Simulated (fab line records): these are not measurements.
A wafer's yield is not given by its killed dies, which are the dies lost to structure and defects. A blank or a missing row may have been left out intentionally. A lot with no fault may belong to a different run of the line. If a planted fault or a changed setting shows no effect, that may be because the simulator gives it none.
Matching of chambers ; flow nand-harc ; pecvd-03 running NHARC_A_STAIRCASE_DEP_417: 3 sister chambers
The step deposits Si3N4, target thk 60 nm. 20 wafers are shown with their chamber, then 10 later ones without.

== WAFERS PAIRED WITH THEIR CHAMBERS ==
wafer;chamber;heater-power-w (W)
L076.2;1;685
L076.3;2;627
L076.5;0;597
L078.2;2;603
L078.3;1;727
L078.4;2;600
L078.1;0;746
L078.5;1;738
L078.6;0;741
L080.1;0;627
L080.2;2;569
L080.3;1;795
L082.1;1;679
L082.2;2;565
L082.3;0;628
L082.4;2;555
L082.5;0;647
L082.6;1;688
L092.1;1;777
L092.3;0;719

SIGNATURES (averages over the wafers above)
reading;chamber 0;chamber 1;chamber 2;scatter within a chamber
heater-power-w;672.14;727.00;586.50;48.1
Rule: distance of a wafer from a chamber = root of the sum over the readings of ((wafer's reading minus chamber's mean) / reading's scatter) squared. If the next closest chamber is less than 2 further off than the closest, the wafer can't be placed; otherwise it belongs to the closest. How the scatter is found: for the shown wafers, subtract from each reading the mean of its chamber, square and add these, divide the total by (wafers less chambers), then take the root.

== WAFERS WITH NO CHAMBER GIVEN ==
wafer;heater-power-w (W)
L092.5;770
L093.3;605
L093.4;580
L093.5;614
L095.1;691
L095.2;767
L095.6;707
L097.3;683
L097.4;551
L097.6;741

== THE CHAMBER EACH PASSED THROUGH ==
wafer;from the rows above;in truth
L092.5;can't be placed: 1 or 0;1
L093.3;can't be placed: 2 or 0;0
L093.4;can't be placed: 2 or 0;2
L093.5;can't be placed: 2 or 0 or 1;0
L095.1;can't be placed: 0 or 1 or 2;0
L095.2;can't be placed: 1 or 0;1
L095.6;can't be placed: 1 or 0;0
L097.3;can't be placed: 0 or 1 or 2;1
L097.4;can't be placed: 2 or 0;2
L097.6;can't be placed: 1 or 0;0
Correct placement for 0 of the 10. Unplaceable from these rows: 10, with the true chamber sitting among the candidates in 10. Number placed wrongly: 0.
